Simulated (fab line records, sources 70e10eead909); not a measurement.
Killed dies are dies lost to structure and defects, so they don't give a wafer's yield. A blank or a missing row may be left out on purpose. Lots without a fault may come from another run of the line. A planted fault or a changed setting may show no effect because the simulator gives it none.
A struck lot beside a sound one | flow nand_harc | 29 steps out of a route of 1302
Sound: wafers L337.1, L337.4, L337.5. Struck: wafer L353.4. (L353.2, L353.6 of the same lot were not struck and are left out.) The cause comes at the end.
At each step with rows: each side's tool, then ch and its chambers, then its first start. Under that, the readings that differ: sound wafers | struck wafers | difference of the means | sigmas: that difference in standard deviations of wafers without a fault.
alike: readings whose means differ by less than 2 such deviations, and words and numbers that are the same on both sides. not compared: withheld readings, readings that some wafer has no value for, bounds like >300 that may hide the same value, and numbers for which the record gives no deviation and whose values overlap.
The two part at a step that has a row with sigmas, a row that says differs or no value, or rows on one side only. Numbers that don't overlap but have no deviation are shown without sigmas and don't part them. A reading that every wafer of one side lacks parts them only if that side has two wafers or more.

NHARC_A_CHANNEL_HOLE_D2_CD_MEAS_10: target cd 100 nm.
  sound on cd_sem-03 ch 0, day 13 23:01; struck on cd_sem-01 ch 0, day 20 17:38
  alike: cd_nm
NHARC_A_CHANNEL_HOLE_D2_OVL_MEAS_11:
  sound on overlay-02, day 13 23:06; struck on overlay-02, day 20 17:43
  alike: overlay_x_nm, overlay_y_nm
NHARC_A_CHANNEL_HOLE_D2_INSPECT_12:
  sound on defect_inspect-01, day 13 23:08; struck on defect_inspect-01, day 20 17:46
  alike: raw_defect_count
then, 1 step without rows for these wafers: NHARC_A_CHANNEL_HOLE_D2_DESCUM_15 (chemistry O2, time 3 s).
NHARC_A_CHANNEL_HOLE_D2_ETCH_38: etches the open film in CF4, target depth 39 nm, time 65 s.
  sound on rie_diel-12 ch 1,2, day 13 23:17; struck on rie_diel-09 ch 0, day 20 17:54
  alike: drypump_motor_current_A, oes_product_au, rf_fwd_power_W, rf_vpp_V, showerhead_plenum_p_Torr, throttle_valve_pct
  not compared: rf_hours_counter_h
then, 1 step without rows for these wafers: NHARC_A_CHANNEL_HOLE_D2_ETCH_39 (etches the open film in N2/H2, target depth 260 nm, time 325 s).
NHARC_A_CHANNEL_HOLE_D2_ETCH_34: etches the open film in CF4/CHF3, target depth 154 nm, time 77 s.
  sound on rie_diel-12 ch 1,2; struck on rie_diel-09 ch 3
  alike: drypump_motor_current_A, oes_product_au, rf_fwd_power_W, rf_vpp_V, showerhead_plenum_p_Torr, throttle_valve_pct
  not compared: rf_hours_counter_h
then, 1 step without rows for these wafers: NHARC_A_CHANNEL_HOLE_D2_ETCH_16 (etches the open film in O2/COS, target depth 3100 nm, time 806 s).
NHARC_A_CHANNEL_HOLE_D2_CD_MEAS_18:
  sound on cd_sem-03, day 14 00:19; struck on cd_sem-02, day 20 18:56
  alike: cd_nm
then, 3 steps without rows for these wafers: NHARC_A_CHANNEL_HOLE_D2_ETCH_19 (etches the open film in C4F8/O2/Ar, time 34.5 s); NHARC_A_CHANNEL_HOLE_D2_ETCH_20 (etches the open film in C4F8/O2/Ar, time 361.9 s, target depth 1600 nm); NHARC_A_CHANNEL_HOLE_D2_ETCH_21 (etches the open film in C4F8/O2/Ar, time 514.3 s, target depth 1600 nm).
NHARC_A_CHANNEL_HOLE_D2_ETCH_22: etches the open film in C4F8/O2/Ar, time 666.7 s, target depth 1600 nm.
  sound on har_etch-02 ch 0,1, day 14 01:20; struck on har_etch-02 ch 0, day 20 21:08
  alike: drypump_motor_current_A, showerhead_plenum_p_Torr, throttle_valve_pct
  not compared: rf_hours_counter_h
then, 1 step without rows for these wafers: NHARC_A_CHANNEL_HOLE_D2_ETCH_23 (etches the open film in C4F8/O2/Ar, time 819 s, target depth 1600 nm).
NHARC_A_CHANNEL_HOLE_D2_ETCH_24: etches the open film in C4F8/O2/Ar, time 906.2 s, target depth 1500 nm.
  sound on har_etch-02 ch 0,1, day 14 02:38; struck on har_etch-02 ch 0, day 20 22:26
  alike: drypump_motor_current_A, showerhead_plenum_p_Torr, throttle_valve_pct
  not compared: rf_hours_counter_h
then, 6 steps without rows for these wafers: NHARC_A_CHANNEL_HOLE_D2_ETCH_25 (etches the open film in C4F8/O2/Ar, time 1040.2 s, target depth 1500 nm); NHARC_A_CHANNEL_HOLE_D2_ETCH_26 (etches the open film in C4F8/O2/Ar, time 224.1 s, target depth 300 nm); NHARC_A_CHANNEL_HOLE_D2_ETCH_27 (etches the open film in C4F8/O2/Ar, time 90 s, target depth 400 nm); NHARC_A_CHANNEL_HOLE_D2_STRIP_41 (strips in N2/H2); NHARC_A_CHANNEL_HOLE_D2_STRIP_42 (strips in CF4/CHF3); NHARC_A_CHANNEL_HOLE_D2_STRIP_43 (strips in O2/COS).
NHARC_A_CHANNEL_HOLE_D2_ETCH_44: etches the open film in CF4/O2, target depth 140 nm, overetch 14 nm, time 77 s.
  sound on rie_diel-12 ch 0,2,3, day 14 05:07; struck on rie_diel-02 ch 3, day 21 00:54
  reading      | sound             | struck | difference | sigmas
  rf_vpp_V (V) | 196.3 200.0 198.1 | 195.1  | -3.0       | -3
  alike: drypump_motor_current_A, oes_o_777_au, oes_product_au, rf_fwd_power_W, showerhead_plenum_p_Torr, throttle_valve_pct
  not compared: rf_hours_counter_h
NHARC_A_CHANNEL_HOLE_D2_STRIP_28: strips in O2.
  sound on rie_diel-12 ch 0,1,2; struck on rie_diel-02 ch 1
  alike: drypump_motor_current_A, oes_product_au, rf_vpp_V, showerhead_plenum_p_Torr, throttle_valve_pct
  not compared: rf_hours_counter_h
then, 2 steps without rows for these wafers: NHARC_A_CHANNEL_HOLE_D2_PRECLEAN_29 (cleans in SC1); NHARC_A_CHANNEL_HOLE_D2_SRD_30.
NHARC_A_CHANNEL_HOLE_D2_CD_MEAS_31:
  sound on cd_sem-02, day 14 05:53; struck on cd_sem-01, day 21 01:43
  alike: cd_nm
NHARC_A_CHANNEL_HOLE_D2_XSEM_32:
  sound on xsem-02 ch 0, day 14 05:59; struck on xsem-02 ch 0, day 21 01:48
  reading     | sound          | struck | difference | sigmas
  bow_nm (nm) | 8.84 8.82 8.87 | 13.36  | +4.52      | +20
  alike: bot_cd_nm, tilt_deg
NHARC_A_CHANNEL_HOLE_D2_INSPECT_40:
  sound on defect_inspect-01, day 14 06:05; struck on defect_inspect-02, day 21 01:53
  alike: raw_defect_count
NHARC_END_SORT_01:
  the record has rows for the sound wafers here (prober-01 ch 0, day 25 09:07) and none for the struck ones

WHERE THEY PART
First at NHARC_A_CHANNEL_HOLE_D2_ETCH_44; last, within this record, at NHARC_END_SORT_01.

WHY: what the simulator had put in
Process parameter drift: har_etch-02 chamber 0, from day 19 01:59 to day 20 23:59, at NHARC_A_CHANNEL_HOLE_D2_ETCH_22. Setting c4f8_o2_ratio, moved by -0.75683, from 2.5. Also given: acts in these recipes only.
